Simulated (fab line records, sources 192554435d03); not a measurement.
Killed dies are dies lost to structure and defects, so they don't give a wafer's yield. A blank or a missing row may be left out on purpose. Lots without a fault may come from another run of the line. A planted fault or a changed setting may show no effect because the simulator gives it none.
Which tool did it? | flow n5_finfet | 24 lots, 72 wafers sampled, at 6 steps of a route of 1938

WHAT THE GAUGES READ, wafer by wafer
N5_BEOL_M12_INSPECT_12: inspects for defects (macro). Usual: raw_defect_count 1.9, standard deviation 1.4.
lot  | measured     | on                | raw_defect_count | flag
L076 | day 10 10:13 | defect_inspect-01 | 2 1 2            |
L074 | day 10 10:55 | defect_inspect-01 | 1 3 3            |
L077 | day 10 23:32 | defect_inspect-01 | 2 0 3            |
L075 | day 11 00:40 | defect_inspect-02 | 1 1 3            |
L078 | day 11 00:47 | defect_inspect-01 | 4 2 4            |
L079 | day 11 20:01 | defect_inspect-02 | 2 1 1            |
L080 | day 12 04:15 | defect_inspect-01 | 0 0 2            |
L082 | day 12 13:50 | defect_inspect-01 | 1 0 1            |
L081 | day 12 14:38 | defect_inspect-01 | 2 3 3            |
L084 | day 13 05:32 | defect_inspect-02 | 4 5 2            |
L083 | day 13 06:25 | defect_inspect-01 | 3 5 3            |
L086 | day 13 13:16 | defect_inspect-01 | 2 2 2            |
L085 | day 13 16:43 | defect_inspect-01 | 3 3 1            |
L088 | day 13 22:15 | defect_inspect-02 | 3 3 4            |
L087 | day 13 22:25 | defect_inspect-02 | 2 1 4            |
L089 | day 14 09:19 | defect_inspect-02 | 0 5 2            |
L091 | day 14 22:34 | defect_inspect-02 | 2 2 1            |
L090 | day 15 01:43 | defect_inspect-02 | 2 1 2            |
L092 | day 15 09:10 | defect_inspect-02 | 2 1 3            |
L093 | day 15 20:05 | defect_inspect-01 | 0 0 1            |
L096 | day 16 00:20 | defect_inspect-01 | 3 3 1            |
L094 | day 16 06:09 | defect_inspect-02 | 0 1 3            |
L095 | day 16 06:19 | defect_inspect-01 | 1 2 0            |
L097 | day 17 02:01 | defect_inspect-02 | 0 0 1            |

N5_BEOL_M13_OCD_MEAS_35. Usual: trench_depth_nm 413 nm, standard deviation 6.2.
lot  | measured     | on     | trench_depth_nm (nm) | flag
L076 | day 10 17:38 | ocd-01 | 421 409 420          |
L074 | day 10 20:08 | ocd-01 | 407 417 412          |
L077 | day 11 06:28 | ocd-02 | 411 412 404          |
L075 | day 11 06:46 | ocd-01 | 416 404 413          |
L078 | day 11 07:04 | ocd-01 | 410 409 411          |
L079 | day 12 01:32 | ocd-01 | 414 417 427          |
L080 | day 12 10:36 | ocd-01 | 420 414 424          |
L082 | day 12 20:14 | ocd-01 | 420 426 420          |
L081 | day 12 20:34 | ocd-01 | 409 414 414          |
L084 | day 13 12:11 | ocd-02 | 422 406 416          |
L083 | day 13 13:49 | ocd-02 | 408 418 408          |
L086 | day 13 19:23 | ocd-01 | 420 414 423          |
L085 | day 14 00:44 | ocd-02 | 414 404 411          |
L088 | day 14 05:47 | ocd-01 | 405 404 417          |
L087 | day 14 06:54 | ocd-01 | 419 411 415          |
L089 | day 14 17:58 | ocd-02 | 402 415 407          |
L091 | day 15 09:25 | ocd-01 | 402 409 406          |
L090 | day 15 09:18 | ocd-02 | 415 419 414          |
L092 | day 15 16:41 | ocd-02 | 409 411 404          |
L093 | day 16 03:52 | ocd-01 | 419 406 420          |
L096 | day 16 07:22 | ocd-01 | 416 420 407          |
L094 | day 16 13:19 | ocd-01 | 405 406 407          |
L095 | day 16 17:53 | ocd-01 | 421 410 410          |
L097 | day 17 07:52 | ocd-02 | 418 407 419          |

N5_BEOL_M14_CD_MEAS_17: target cd 250 nm. Usual: cd_nm 251.1 nm, standard deviation 1.9.
lot  | measured     | on        | cd_nm (nm)        | flag
L076 | day 10 22:03 | cd_sem-01 | 251.5 250.4 253.7 |
L074 | day 11 02:11 | cd_sem-02 | 253.2 253.2 250.2 |
L077 | day 11 11:06 | cd_sem-01 | 254.9 252.1 252.1 |
L075 | day 11 11:25 | cd_sem-02 | 251.8 251.5 254.2 |
L078 | day 11 15:34 | cd_sem-01 | 249.5 250.1 247.5 |
L079 | day 12 05:29 | cd_sem-01 | 251.7 252.1 250.9 |
L080 | day 12 14:38 | cd_sem-01 | 250.4 247.3 249.2 |
L082 | day 13 00:07 | cd_sem-03 | 252.2 247.6 253.3 |
L081 | day 13 04:34 | cd_sem-03 | 249.1 251.0 247.7 |
L084 | day 13 15:28 | cd_sem-02 | 250.0 251.2 249.3 |
L083 | day 13 18:05 | cd_sem-03 | 252.1 256.4 251.5 |
L086 | day 13 23:32 | cd_sem-02 | 251.9 250.9 253.5 |
L085 | day 14 06:22 | cd_sem-03 | 250.3 255.7 251.8 |
L088 | day 14 08:52 | cd_sem-01 | 248.9 250.4 252.1 |
L087 | day 14 10:25 | cd_sem-02 | 250.6 250.3 250.0 |
L089 | day 14 23:41 | cd_sem-02 | 250.9 251.4 248.2 |
L091 | day 15 16:25 | cd_sem-01 | 249.0 251.0 251.5 |
L090 | day 15 16:10 | cd_sem-01 | 254.3 253.1 253.2 |
L092 | day 15 20:06 | cd_sem-02 | 254.3 249.6 251.5 |
L093 | day 16 08:32 | cd_sem-03 | 253.0 248.7 247.7 |
L096 | day 16 14:38 | cd_sem-03 | 253.1 248.9 248.8 |
L094 | day 16 19:02 | cd_sem-01 | 251.6 250.6 252.4 |
L095 | day 16 21:37 | cd_sem-02 | 251.6 251.7 251.1 |
L097 | day 17 12:26 | cd_sem-01 | 253.6 250.4 253.3 |

WHICH TOOL RAN EACH LOT (tool, then ch and the chambers of the sampled wafers, then the start)
lot  | N5_BEOL_M13_STRIP_37                 | N5_BEOL_M13_ETCH_38                | N5_BEOL_M13_PRE_CLEAN_42
L076 | plasma_asher-01 ch 0,1, day 10 17:40 | rie_diel-05 ch 0,2,3, day 10 19:05 | pvd_sputter-02, day 10 19:33
L074 | plasma_asher-02 ch 0,1, day 10 20:11 | rie_diel-02 ch 1,3, day 10 22:47   | pvd_sputter-01, day 10 23:30
L077 | plasma_asher-02 ch 0,1, day 11 06:30 | rie_diel-04 ch 0,1,3, day 11 07:58 | pvd_sputter-01, day 11 08:41
L075 | plasma_asher-01 ch 0,1, day 11 06:48 | rie_diel-04 ch 1,2, day 11 08:21   | pvd_sputter-01, day 11 09:01
L078 | plasma_asher-01 ch 1, day 11 07:07   | rie_diel-05 ch 1,2, day 11 12:43   | pvd_sputter-01, day 11 13:10
L079 | plasma_asher-01 ch 0,1, day 12 01:34 | rie_diel-02 ch 0,1,2, day 12 02:14 | pvd_sputter-03, day 12 02:46
L080 | plasma_asher-02 ch 0,1, day 12 10:38 | rie_diel-02 ch 0,2,3, day 12 11:05 | pvd_sputter-02, day 12 11:39
L082 | plasma_asher-02 ch 0,1, day 12 20:17 | rie_diel-05 ch 0,1,3, day 12 20:40 | pvd_sputter-02, day 12 21:50
L081 | plasma_asher-01 ch 0,1, day 12 20:36 | rie_diel-02 ch 0,2,3, day 13 00:37 | pvd_sputter-02, day 13 02:03
L084 | plasma_asher-01 ch 0,1, day 13 12:15 | rie_diel-05 ch 1,2,3, day 13 12:19 | pvd_sputter-01, day 13 12:40
L083 | plasma_asher-02 ch 0,1, day 13 13:51 | rie_diel-05 ch 0,2,3, day 13 15:10 | pvd_sputter-01, day 13 15:43
L086 | plasma_asher-02 ch 0,1, day 13 19:25 | rie_diel-05 ch 1,2, day 13 20:35   | pvd_sputter-03, day 13 21:10
L085 | plasma_asher-01 ch 0,1, day 14 00:46 | rie_diel-02 ch 0,2,3, day 14 03:14 | pvd_sputter-02, day 14 03:34
L088 | plasma_asher-02 ch 0,1, day 14 05:49 | rie_diel-05 ch 0,1,2, day 14 06:13 | pvd_sputter-02, day 14 06:28
L087 | plasma_asher-01 ch 0,1, day 14 06:58 | rie_diel-05 ch 2,3, day 14 07:03   | pvd_sputter-03, day 14 07:17
L089 | plasma_asher-02 ch 0,1, day 14 18:01 | rie_diel-02 ch 1,2,3, day 14 20:28 | pvd_sputter-01, day 14 20:56
L091 | plasma_asher-02 ch 0,1, day 15 09:28 | rie_diel-02 ch 0,1,2, day 15 12:53 | pvd_sputter-03, day 15 13:24
L090 | plasma_asher-02 ch 0,1, day 15 09:21 | rie_diel-02 ch 0,1,2, day 15 12:43 | pvd_sputter-02, day 15 13:14
L092 | plasma_asher-02 ch 0,1, day 15 16:43 | rie_diel-05 ch 0,1, day 15 17:15   | pvd_sputter-03, day 15 17:49
L093 | plasma_asher-01 ch 0,1, day 16 03:55 | rie_diel-02 ch 1,2,3, day 16 04:08 | pvd_sputter-03, day 16 05:59
L096 | plasma_asher-01 ch 0,1, day 16 07:25 | rie_diel-04 ch 0,2,3, day 16 11:10 | pvd_sputter-01, day 16 12:02
L094 | plasma_asher-02 ch 0,1, day 16 13:21 | rie_diel-04 ch 0,1, day 16 15:38   | pvd_sputter-03, day 16 16:22
L095 | plasma_asher-01 ch 0,1, day 16 17:55 | rie_diel-04 ch 0,1,3, day 16 18:46 | pvd_sputter-02, day 16 19:20
L097 | plasma_asher-02 ch 0,1, day 17 07:54 | rie_diel-02 ch 1,2, day 17 09:05   | pvd_sputter-01, day 17 09:47
- N5_BEOL_M13_STRIP_37: strips in N2/H2.
- N5_BEOL_M13_ETCH_38: etches SiCN in CF4/N2, target depth 67.5 nm, time 71.9 s.
- N5_BEOL_M13_PRE_CLEAN_42: time 30 s.

WHAT THE TOOLS THEMSELVES READ (means of the sampled wafers that have a number; where no wafer has one, the mark that the record gives instead)
N5_BEOL_M13_STRIP_37. Usual: drypump_motor_current_A 5.7 A, standard deviation 0.41; heater_power_w 328 W, standard deviation 23; oes_product_au 0.784 a.u., standard deviation 0.012; temp_c 249.98 C, standard deviation 0.19.
lot  | tool            | drypump_motor_current_A (A) | heater_power_w (W) | oes_product_au (a.u.) | temp_c (C) | flag
L076 | plasma_asher-01 | 6.1                         | 329                | 0.776                 | 249.93     |
L074 | plasma_asher-02 | 5.4                         | 346                | 0.781                 | 249.93     |
L077 | plasma_asher-02 | 5.4                         | 320                | 0.774                 | 249.94     |
L075 | plasma_asher-01 | 6.2                         | 328                | 0.778                 | 250.09     |
L078 | plasma_asher-01 | 6.1                         | 341                | 0.789                 | 249.96     |
L079 | plasma_asher-01 | 6.2                         | 317                | 0.787                 | 249.83     |
L080 | plasma_asher-02 | 5.4                         | 340                | 0.785                 | 250.21     |
L082 | plasma_asher-02 | 5.3                         | 325                | 0.781                 | 250.01     |
L081 | plasma_asher-01 | 6.1                         | 323                | 0.780                 | 250.15     |
L084 | plasma_asher-01 | 6.2                         | 317                | 0.799                 | 249.77     |
L083 | plasma_asher-02 | 5.4                         | 340                | 0.786                 | 249.86     |
L086 | plasma_asher-02 | 5.4                         | 341                | 0.792                 | 250.04     |
L085 | plasma_asher-01 | 6.1                         | 324                | 0.786                 | 249.84     |
L088 | plasma_asher-02 | 5.4                         | 341                | 0.787                 | 250.13     |
L087 | plasma_asher-01 | 6.2                         | 318                | 0.785                 | 250.15     |
L089 | plasma_asher-02 | 5.3                         | 326                | 0.793                 | 249.81     |
L091 | plasma_asher-02 | 5.3                         | 323                | 0.780                 | 249.79     |
L090 | plasma_asher-02 | 5.3                         | 322                | 0.789                 | 249.83     |
L092 | plasma_asher-02 | 5.4                         | 338                | 0.784                 | 250.16     |
L093 | plasma_asher-01 | 6.1                         | 329                | 0.787                 | 250.20     |
L096 | plasma_asher-01 | 6.1                         | 330                | 0.788                 | 249.89     |
L094 | plasma_asher-02 | 5.4                         | 343                | 0.790                 | 250.20     |
L095 | plasma_asher-01 | 6.2                         | 315                | 0.787                 | 250.30     |
L097 | plasma_asher-02 | 5.4                         | 337                | 0.781                 | 250.09     |

N5_BEOL_M13_ETCH_38. Usual: drypump_motor_current_A 5.9 A, standard deviation 0.55; oes_product_au 0.81 a.u., standard deviation 0.084; rf_vpp_V 382.3 V, standard deviation 1.9; showerhead_plenum_p_Torr 2.21 Torr, standard deviation 0.066; throttle_valve_pct 15.40 %, standard deviation 0.23.
lot  | tool        | drypump_motor_current_A (A) | oes_product_au (a.u.) | rf_vpp_V (V) | showerhead_plenum_p_Torr (Torr) | throttle_valve_pct (%) | flag
L076 | rie_diel-05 | 6.1                         | 0.79                  | 381.7        | 2.18                            | 15.39                  |
L074 | rie_diel-02 | 6.4                         | 0.79                  | 381.6        | 2.19                            | 15.52                  |
L077 | rie_diel-04 | 5.4                         | 0.92                  | 383.8        | 2.28                            | 15.15                  |
L075 | rie_diel-04 | 5.6                         | 0.77                  | 383.1        | 2.26                            | 15.38                  |
L078 | rie_diel-05 | 6.2                         | 0.82                  | 380.7        | 2.15                            | 15.40                  |
L079 | rie_diel-02 | 6.0                         | 0.88                  | 383.9        | 2.24                            | 15.39                  |
L080 | rie_diel-02 | 6.1                         | 0.83                  | 383.3        | 2.25                            | 15.49                  |
L082 | rie_diel-05 | 5.8                         | 0.74                  | 381.4        | 2.17                            | 15.42                  |
L081 | rie_diel-02 | 6.1                         | 0.82                  | 382.9        | 2.25                            | 15.49                  |
L084 | rie_diel-05 | 6.1                         | 0.78                  | 380.9        | 2.13                            | 15.42                  |
L083 | rie_diel-05 | 6.1                         | 0.76                  | 382.5        | 2.18                            | 15.43                  |
L086 | rie_diel-05 | 5.9                         | 0.78                  | 380.4        | 2.13                            | 15.41                  |
L085 | rie_diel-02 | 6.0                         | 0.81                  | 383.2        | 2.24                            | 15.51                  |
L088 | rie_diel-05 | 5.8                         | 0.75                  | 381.5        | 2.18                            | 15.45                  |
L087 | rie_diel-05 | 6.4                         | 0.82                  | 381.0        | 2.14                            | 15.44                  |
L089 | rie_diel-02 | 6.4                         | 0.77                  | 381.1        | 2.19                            | 15.60                  |
L091 | rie_diel-02 | 6.0                         | 0.84                  | 383.4        | 2.23                            | 15.44                  |
L090 | rie_diel-02 | 6.0                         | 0.84                  | 382.8        | 2.23                            | 15.43                  |
L092 | rie_diel-05 | 5.5                         | 0.81                  | 380.4        | 2.16                            | 15.30                  |
L093 | rie_diel-02 | 6.5                         | 0.76                  | 382.6        | 2.19                            | 15.63                  |
L096 | rie_diel-04 | 5.5                         | 0.88                  | 383.5        | 2.27                            | 15.22                  |
L094 | rie_diel-04 | 5.4                         | 0.86                  | 383.7        | 2.25                            | 15.22                  |
L095 | rie_diel-04 | 5.4                         | 0.85                  | 383.9        | 2.27                            | 15.22                  |
L097 | rie_diel-02 | 6.5                         | 0.77                  | 382.0        | 2.19                            | 15.68                  |

N5_BEOL_M13_PRE_CLEAN_42. Usual: heater_power_w 334 W, standard deviation 27.
lot  | tool           | heater_power_w (W) | flag
L076 | pvd_sputter-02 | 346                |
L074 | pvd_sputter-01 | 330                |
L077 | pvd_sputter-01 | 326                |
L075 | pvd_sputter-01 | 330                |
L078 | pvd_sputter-01 | 366                |
L079 | pvd_sputter-03 | 315                |
L080 | pvd_sputter-02 | 326                |
L082 | pvd_sputter-02 | 348                |
L081 | pvd_sputter-02 | 329                |
L084 | pvd_sputter-01 | 335                |
L083 | pvd_sputter-01 | 313                |
L086 | pvd_sputter-03 | 319                |
L085 | pvd_sputter-02 | 339                |
L088 | pvd_sputter-02 | 337                |
L087 | pvd_sputter-03 | 334                |
L089 | pvd_sputter-01 | 318                |
L091 | pvd_sputter-03 | 332                |
L090 | pvd_sputter-02 | 339                |
L092 | pvd_sputter-03 | 315                |
L093 | pvd_sputter-03 | 329                |
L096 | pvd_sputter-01 | 346                |
L094 | pvd_sputter-03 | 320                |
L095 | pvd_sputter-02 | 339                |
L097 | pvd_sputter-01 | 367                |

THE ANSWER, worked out from the rows above alone
Rule: a lot is off if the mean of its wafers that have a number lies more than 3 standard deviations from the usual mean. A lot without any number at a reading at which 4 lots or more have one is off too. The other lots that the step has rows for count as sound. The gauges are gone through in route order, then the tools' own readings, and for those a lot's mean is taken as printed above. The first step at which some lot is off is used, and at that step the reading that is off furthest; a lot without a number counts as furthest.
No lot is off at any reading shown: from this, nothing can be told.

WHAT THE SIMULATOR HAD PUT IN
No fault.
